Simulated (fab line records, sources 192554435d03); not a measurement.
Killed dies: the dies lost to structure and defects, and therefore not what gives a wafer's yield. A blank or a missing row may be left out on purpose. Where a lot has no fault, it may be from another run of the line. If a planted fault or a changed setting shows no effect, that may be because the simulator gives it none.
Matching of chambers | flow n5 finfet | 3 sister chambers for N5_BEOL_M5_CO_CAP_78 on cvd co-02
The step material Co, precursor CCTBA/H2, target thk 2 nm, time 102.1 s. 3 wafers are shown with their chamber, then 7 later ones without.

== WAFERS PAIRED WITH THEIR CHAMBERS ==
wafer  | chamber | heater power w (W)
L725.5 | 1       | 223
L728.2 | 0       | 266
L728.4 | 2       | 191

== WAFERS WITHOUT THEIR CHAMBER ==
wafer  | heater power w (W)
L728.6 | 227
L740.2 | 226
L740.5 | 268
L740.6 | 225
L741.1 | 196
L741.2 | 259
L741.5 | 221

== CHAMBER TAKEN BY EACH ==
wafer  | from the rows above | in truth
L728.6 | 1                   | 1
L740.2 | 1                   | 1
L740.5 | 0                   | 0
L740.6 | 1                   | 1
L741.1 | 2                   | 2
L741.2 | 0                   | 0
L741.5 | 1                   | 1
Placed correctly: 7 of 7. Not placeable from these rows: 0. Wrongly placed: 0.
How it was worked out, from the rows above alone: a wafer's distance from a chamber is the root of the sum, over the readings, of the square of ((its reading less the chamber's mean) divided by the reading's scatter). The wafer belongs to the nearest chamber; if the next one is less than 2 further off, it can't be placed. The mean given for a chamber averages the wafers shown for that chamber. The scatter (one wafer shown for each chamber): square how far every hidden wafer sits from the nearest shown wafer, average those squares and take the square root.
